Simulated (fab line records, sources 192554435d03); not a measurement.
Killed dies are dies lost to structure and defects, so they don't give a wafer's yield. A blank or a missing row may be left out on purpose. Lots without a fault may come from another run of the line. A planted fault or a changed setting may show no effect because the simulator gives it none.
Which tool did it? | flow n5_finfet | 6 lots, 16 wafers sampled, at 5 steps of a route of 1938

WHAT THE GAUGES READ, wafer by wafer
N5_BEOL_M10_OCD_MEAS_38.
lot  | measured     | on     | trench_depth_nm (nm)
L614 | day 11 01:19 | ocd-01 | 151.8 147.3 151.7
L617 | day 11 15:13 | ocd-01 | 147.9 148.1 148.3
L626 | day 13 12:07 | ocd-02 | 148.2 128.5
L629 | day 14 19:13 | ocd-02 | 147.2 129.1
L631 | day 15 14:41 | ocd-02 | 146.1 149.9 149.5
L636 | day 17 01:38 | ocd-02 | 152.3 146.3 151.5

WHICH TOOL RAN EACH LOT (tool, then ch and the chambers of the sampled wafers, then the start)
lot  | N5_BEOL_M10_STRIP_67               | N5_BEOL_M10_ETCH_66                | N5_BEOL_M10_TRENCH_ETCH_37         | N5_BEOL_M10_ETCH_41
L614 | rie_diel-01 ch 0,2,3, day 10 23:08 | rie_diel-05 ch 0,2, day 11 00:54   | rie_diel-05 ch 0,2, day 11 01:08   | rie_diel-05 ch 0,2, day 11 01:19 or earlier
L617 | rie_diel-01 ch 0,1,3, day 11 13:08 | rie_diel-05 ch 1,3, day 11 14:49   | rie_diel-05 ch 1,3, day 11 15:02   | rie_diel-05 ch 1,3, day 11 15:13 or earlier
L626 | rie_diel-01 ch 1,2, day 13 10:49   | rie_diel-05 ch 0,3, day 13 11:42   | rie_diel-05 ch 0,3, day 13 11:56   | rie_diel-05 ch 0,3, day 13 12:07 or earlier
L629 | rie_diel-01 ch 2, day 14 17:40     | rie_diel-05 ch 0,1, day 14 18:48   | rie_diel-05 ch 0,1, day 14 19:02   | rie_diel-05 ch 0,1, day 14 19:13 or earlier
L631 | rie_diel-01 ch 0,2, day 15 12:31   | rie_diel-01 ch 1,2, day 15 14:17   | rie_diel-01 ch 1,2, day 15 14:30   | rie_diel-01 ch 1,2, day 15 14:41 or earlier
L636 | rie_diel-06 ch 2,3, day 16 20:36   | rie_diel-05 ch 1,2,3, day 17 01:13 | rie_diel-05 ch 1,2,3, day 17 01:26 | rie_diel-05 ch 1,2,3, day 17 01:38 or earlier
- N5_BEOL_M10_STRIP_67: strips in CF4.
- N5_BEOL_M10_ETCH_66: etches SOC in N2/H2, target depth 120 nm, overetch 24 nm, time 180 s.
- N5_BEOL_M10_TRENCH_ETCH_37: etches SiCOH lowk in C4F6/O2, target depth 148.83 nm, time 48 s.
- N5_BEOL_M10_ETCH_41: etches SiCN in CH3F/O2, target depth 42.6 nm, time 86 s.

THE ANSWER, worked out from the rows above alone
Rule: what is usual is taken from the lots themselves. Put in order of their means at a reading, lots are off if they are a third of the lots or fewer, leave a main group of 4 or more, and stand apart from it by a gap of 3 or more times the standard deviation of the main group's means; of several such gaps the widest counts. A main group whose means are all the same, to the digits that the tables above print for the reading, isn't used. A lot without any number at a reading at which 4 lots or more have one is off too. The other lots that the step has rows for count as sound.
Off: L626, L629, at N5_BEOL_M10_OCD_MEAS_38 (trench_depth_nm). The main group: mean 149.2 nm, standard deviation 0.94.
A tool fits if, at a process step before that reading, it ran every lot that is off, and no sound lot after the first of them. The gauges at N5_BEOL_M10_OCD_MEAS_38 are tried like those tools. N5_BEOL_M10_ETCH_41 gives no start for some lots, so the hours and the order of its lots are those of N5_BEOL_M10_OCD_MEAS_38. None of those tried fits.

WHAT THE SIMULATOR HAD PUT IN
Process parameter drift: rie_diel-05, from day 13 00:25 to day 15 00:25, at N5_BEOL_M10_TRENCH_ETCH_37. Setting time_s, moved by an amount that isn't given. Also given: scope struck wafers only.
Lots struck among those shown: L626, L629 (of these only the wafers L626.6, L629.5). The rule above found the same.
